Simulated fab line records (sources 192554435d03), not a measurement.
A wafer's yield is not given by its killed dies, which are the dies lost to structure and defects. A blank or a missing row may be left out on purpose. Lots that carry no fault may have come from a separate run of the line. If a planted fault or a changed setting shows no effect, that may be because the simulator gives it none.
Matching of chambers    flow n5 finfet    uv cure-03 running N5_BEOL_M11_CURE_71: 3 sister chambers
The step cures SiCOH lowk, time 240 s. 3 wafers are shown with their chamber, then 11 later ones without.

WAFERS, EACH WITH ITS CHAMBER
wafer   chamber  wafer_temp_C_max
L074.6  2        386.8
L082.4  1        386.9
L091.2  0        386.8

WAFERS MISSING THEIR CHAMBER
wafer   wafer_temp_C_max
L091.3  386.7
L091.5  387.0
L094.2  386.7
L094.3  386.9
L094.6  386.5
L095.2  386.7
L095.5  387.0
L095.6  387.4
L096.4  386.7
L096.5  387.2
L096.6  387.6

EACH ONE'S CHAMBER
wafer   from the rows above           in truth
L091.3  can't be placed: 0 or 2 or 1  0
L091.5  can't be placed: 1 or 0 or 2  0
L094.2  can't be placed: 0 or 2 or 1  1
L094.3  can't be placed: 1 or 0 or 2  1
L094.6  can't be placed: 0 or 2 or 1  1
L095.2  can't be placed: 0 or 2 or 1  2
L095.5  can't be placed: 1 or 0 or 2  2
L095.6  can't be placed: 1 or 0 or 2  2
L096.4  can't be placed: 0 or 2 or 1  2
L096.5  can't be placed: 1 or 0 or 2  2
L096.6  can't be placed: 1 or 0 or 2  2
0 of 11 placed correctly. These rows do not allow placing 11 (true chamber among the candidates in 11). Placed wrongly: 0.
How it was worked out, from the rows above alone: a wafer's distance from a chamber is the root of the sum, over the readings, of the square of ((its reading less the chamber's mean) divided by the reading's scatter). If the next closest chamber is less than 2 further off than the closest, the wafer can't be placed; otherwise it belongs to the closest. A chamber's mean is the mean of its shown wafers. The scatter: root of mean squared gap, hidden wafer to nearest shown wafer, with one shown wafer a chamber.
